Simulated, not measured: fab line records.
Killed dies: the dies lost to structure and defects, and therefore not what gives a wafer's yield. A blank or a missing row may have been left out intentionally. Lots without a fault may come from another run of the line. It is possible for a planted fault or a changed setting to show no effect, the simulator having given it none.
Chamber matching -- flow n5Finfet -- N5_BEOL_M3_DEP_57 on pecvd-01 has 3 sister chambers
The step deposits SiCN from 3MS/NH3, target thk 8 nm, time 14 s. 6 wafers are shown with their chamber, then 7 later ones without.

WAFERS, EACH WITH ITS CHAMBER
wafer,chamber,showerheadPlenumPTorr (Torr),throttleValvePct (%)
L194.5,1,3.643,9.2
L196.1,1,3.654,8.9
L196.3,2,3.674,8.9
L196.6,0,3.655,9.0
L198.3,0,3.659,9.4
L198.4,2,3.674,8.8

WAFERS WHOSE CHAMBER IS MISSING
wafer,showerheadPlenumPTorr (Torr),throttleValvePct (%)
L198.5,3.641,9.2
L199.1,3.634,8.8
L199.2,3.652,8.7
L199.5,3.644,9.1
L200.2,3.641,9.0
L200.5,3.663,9.4
L200.6,3.651,8.8

CHAMBER TAKEN BY EACH
wafer,from the rows above,in truth
L198.5,can't be placed: 1 or 0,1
L199.1,can't be placed: 1 or 0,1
L199.2,can't be placed: 1 or 0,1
L199.5,can't be placed: 1 or 0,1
L200.2,can't be placed: 1 or 0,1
L200.5,can't be placed: 0 or 1 or 2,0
L200.6,can't be placed: 1 or 0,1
Placed correctly: 0 of 7. From these rows, 7 cannot be placed; in 7 the true chamber is one of the candidates. Wrongly placed: 0.
How it was worked out, from the rows above alone: a wafer's distance from a chamber is the root of the sum, over the readings, of the square of ((its reading less the chamber's mean) divided by the reading's scatter). If the next closest chamber is less than 2 further off than the closest, the wafer can't be placed; otherwise it belongs to the closest. Each chamber's mean is taken over the wafers shown for it. The scatter is the square root of a quotient: the sum, over the shown wafers, of each reading's squared deviation from its chamber's mean, divided by wafers minus chambers.
